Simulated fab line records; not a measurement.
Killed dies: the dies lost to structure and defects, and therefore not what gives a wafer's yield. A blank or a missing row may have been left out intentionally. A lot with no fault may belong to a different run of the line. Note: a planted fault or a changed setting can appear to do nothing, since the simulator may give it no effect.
The tool behind it: which one?	flow nand-harc	15 lots with 45 wafers sampled at 2 steps, on a route of 1302 steps

## WHAT THE GAUGES READ, wafer by wafer
NHARC_P_M0_INSPECT_27. Usual: raw-defect-count at 300, with a standard deviation of 130.
lot	measured	on	raw-defect-count	flag
L518	day 6 20:13	defect-inspect-01	232 164 454	
L519	day 7 08:41	defect-inspect-02	645 337 505	
L517	day 7 15:59	defect-inspect-02	189 258 223	
L521	day 7 20:52	defect-inspect-02	143 350 284	
L523	day 8 17:12	defect-inspect-02	291 335 283	
L524	day 9 02:17	defect-inspect-02	268 325 208	
L526	day 9 21:12	defect-inspect-01	279 167 449	
L528	day 10 17:53	defect-inspect-01	376 308 252	
L527	day 10 20:47	defect-inspect-01	320 226 485	
L536	day 13 20:28	defect-inspect-01	275 365 340	
L535	day 13 22:27	defect-inspect-02	451 299 400	
L537	day 14 09:21	defect-inspect-02	203 258 375	
L538	day 15 01:37	defect-inspect-01	361 160 422	
L539	day 15 06:11	defect-inspect-02	152 247 113	
L540	day 15 17:08	defect-inspect-02	147 272 327	

NHARC_P_M1_INSPECT_11. Usual: raw-defect-count at 4.8, with a standard deviation of 2.6.
lot	measured	on	raw-defect-count	flag
L518	day 6 22:04	defect-inspect-01	5 7 4	
L519	day 7 10:13	defect-inspect-01	3 5 7	
L517	day 7 17:40	defect-inspect-02	7 4 5	
L521	day 7 22:17	defect-inspect-02	3 5 6	
L523	day 8 18:43	defect-inspect-02	9 9 8	
L524	day 9 04:18	defect-inspect-01	3 5 1	
L526	day 9 22:43	defect-inspect-01	4 2 4	
L528	day 10 19:24	defect-inspect-01	4 4 5	
L527	day 10 22:11	defect-inspect-01	9 4 5	
L536	day 13 21:51	defect-inspect-02	4 4 1	
L535	day 13 23:58	defect-inspect-02	4 7 6	
L537	day 14 10:50	defect-inspect-01	3 6 10	
L538	day 15 03:08	defect-inspect-01	8 6 10	
L539	day 15 07:43	defect-inspect-02	3 3 4	
L540	day 15 18:40	defect-inspect-02	3 4 3	

## WHICH TOOL RAN EACH LOT (tool, then ch and the chambers of the sampled wafers, then the start)
Record: no process step prior to these readings.

## AS READ BY THE TOOLS THEMSELVES (means over the sampled wafers that have a number; for cases with no such wafer, the mark the record gives instead)
The record holds no such reading with a usual standard deviation.

## THE ANSWER, worked out from the rows above alone
Rule: lot off if the mean of its wafers having a number is beyond 3 standard deviations from the usual mean. Also off: a lot with no number at a reading for which 4 or more lots have one. Any other lot the step has rows for is counted as sound. First the gauges in route order, then the tools' own readings, where a lot's mean is used as printed above. At the first step where some lot is off, the reading lying furthest off is the one used; lots without a number count as furthest.
Nothing can be told from this: no lot is off at any reading shown.

## WHAT THE SIMULATOR HAD INSERTED
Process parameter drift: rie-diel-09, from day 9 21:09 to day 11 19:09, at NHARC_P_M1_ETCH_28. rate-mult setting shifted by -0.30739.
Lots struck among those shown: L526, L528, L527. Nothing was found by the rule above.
